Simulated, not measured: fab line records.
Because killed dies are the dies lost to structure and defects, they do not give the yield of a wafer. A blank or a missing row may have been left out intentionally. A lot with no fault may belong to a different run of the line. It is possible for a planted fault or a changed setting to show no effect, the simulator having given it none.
Lot-split experiment	flow n5Finfet	route with 1938 steps; 7 lots, 21 wafers read

## ON THE SPLIT
At N5_FIN_SAQP_HM_DEP_03 (deposits SiNx from SiH4/NH3/N2, target thk 38 nm, time 33.6 s), the setting timeS was moved away from the recipe's 33.6 s on 7 of the 21 wafers read, by +3.8% to +14.7%. For the rest of the wafers, this setting stayed at what the recipe calls for.

## FROM THE SPLIT TO THE READING: what the file shows between them, 7 steps
- N5_FIN_SAQP_THK_MEAS_05
- N5_FIN_SAQP_PECVD_47: deposits a-Si from SiH4/He, target thk 45 nm, time 36.3 s
- N5_FIN_SAQP_PECVD_48: deposits SiNx from SiH4/NH3/N2, target thk 25 nm, time 22.1 s
- N5_FIN_SAQP_MANDREL2_REMOVE_60: chemistry HBr/Cl2/O2, target a-Si, stops on SiNx, bt time 10 s
- N5_FIN_SAQP_HM_OPEN_33: chemistry CH3F/O2, target SiNx, target depth 49.4 nm, time 70.6 s
- N5_FIN_SAQP_FIN_ETCH_36: etches the open film in HBr/Cl2/O2, target depth 120 nm, time 50.4 s (also split here: icpW)
- N5_FIN_SAQP_PRECLEAN_38: cleans in O3/DIW, time 45 s

## THE READING
SiNx_of_FIN_SAQP_HM_DEP_03.thkNm (the simulator's own value, which no gauge read), in nm, at N5_FIN_SAQP_PRECLEAN_45 (cleans in dHF, time 10 s). The file does not state a usual value for it. The 14 wafers here that ran the recipe average 21.2 nm, standard deviation 0.55 nm.

wafer	tool, chamber at the split	timeS as run, s	against the recipe	SiNx_of_FIN_SAQP_HM_DEP_03.thkNm, nm	against lot-mates on the recipe
L074.2	pecvd-04, 0	37.78	+12.4%	25.8	+4.3
L074.3	pecvd-04, 1	33.6	recipe	21.8	-
L074.5	pecvd-04, 2	33.6	recipe	21.2	-
L081.1	pecvd-02, 0	33.6	recipe	21.6	-
L081.2	pecvd-02, 2	33.6	recipe	21.6	-
L081.4	pecvd-02, 0	33.6	recipe	20.4	-
L086.3	pecvd-02, 0	33.6	recipe	21.2	-
L086.5	pecvd-02, 0	33.6	recipe	21	-
L086.6	pecvd-02, 1	33.6	recipe	20	-
L087.3	pecvd-04, 0	33.6	recipe	21.2	-
L087.4	pecvd-04, 0	33.6	recipe	21.8	-
L087.5	pecvd-04, 2	34.87	+3.8%	23.8	+2.3
L089.3	pecvd-03, 0	33.6	recipe	20.6	-
L089.4	pecvd-03, 1	33.6	recipe	21.4	-
L089.6	pecvd-03, 0	33.6	recipe	21.8	-
L090.2	pecvd-02, 0	38.54	+14.7%	26.8	+6.2
L090.3	pecvd-02, 2	33.6	recipe	20.6	-
L090.6	pecvd-02, 0	38.54	+14.7%	27.4	+6.8
L093.3	pecvd-03, 2	34.94	+4.0%	22	no lot-mate on the recipe
L093.4	pecvd-03, 2	34.94	+4.0%	22.2	no lot-mate on the recipe
L093.6	pecvd-03, 1	34.94	+4.0%	22.2	no lot-mate on the recipe

THE FIT
A straight line over all 21 wafers: SiNx_of_FIN_SAQP_HM_DEP_03.thkNm changes by +0.394 nm for each +1% of timeS; r = +0.96; the points scatter about the line by 0.6 nm.
The same after taking each lot's own level away (the mean of its wafers on the recipe; 18 wafers): +0.419 nm for each +1%; r = +0.97; scatter 0.54 nm.
That fit puts the effect of the largest move of timeS on the reading at 6.2 nm.
The lots' own levels span 20.60 to 21.50 nm, that is 1.6 times the standard deviation above.
Hence the lot-to-lot level has little effect on the slope; both slopes agree.
Check: +6.18 nm against its lot-mates is what the line predicts for one of the wafers moved furthest among these (+14.7%) when that wafer is left out of the fit. Against them it came out at +6.2 nm.

## ADDITIONAL SPLITS CARRIED BY THESE WAFERS
Note: prior to the reading, these wafers also went through further splits. Each is held against what the fit with the lots' levels taken away leaves over:
other split on the same wafers	wafers away from the commonest value	r with SiNx_of_FIN_SAQP_HM_DEP_03.thkNm (lot level and that fit taken away)
N5_ZERO_LAYER_EXPOSE_08 doseMj	6	-0.16
N5_ZERO_LAYER_DESCUM_16 timeS	4	+0.16
N5_FIN_SAQP_ALD_61 aldCycles	12	-0.24
N5_FIN_SAQP_FIN_ETCH_36 icpW	8	-0.02

## THE WHOLE CHAIN: every reading that the file lists as answering this split, in the file's order
step	what it does	reading	change (the file's fit)	r (the file's)
N5_FIN_SAQP_HM_DEP_03	deposits SiNx from SiH4/NH3/N2, target thk 38 nm, time 33.6 s	SiNx_of_FIN_SAQP_HM_DEP_03.thkNm (the simulator's own value, which no gauge read)	+0.398 nm for each +1% of the setting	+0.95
N5_FIN_SAQP_THK_MEAS_05		thkNm	withheld for each +1% of the setting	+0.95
N5_FIN_SAQP_HM_OPEN_33	chemistry CH3F/O2, target SiNx, target depth 49.4 nm, time 70.6 s	etchRfOnTimeS	withheld for each +1% of the setting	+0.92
N5_FIN_SAQP_HM_OPEN_33	chemistry CH3F/O2, target SiNx, target depth 49.4 nm, time 70.6 s	etch.depthNm (the simulator's own value, which no gauge read)	+0.398 nm for each +1% of the setting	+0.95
N5_FIN_SAQP_PRECLEAN_45	cleans in dHF, time 10 s	SiNx_of_FIN_SAQP_HM_DEP_03.thkNm (the simulator's own value, which no gauge read)	+0.41 nm for each +1% of the setting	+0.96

## THE FILE'S OWN FIT
SiNx_of_FIN_SAQP_HM_DEP_03.thkNm changes by +0.41 nm for each +1% of timeS, r = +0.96.
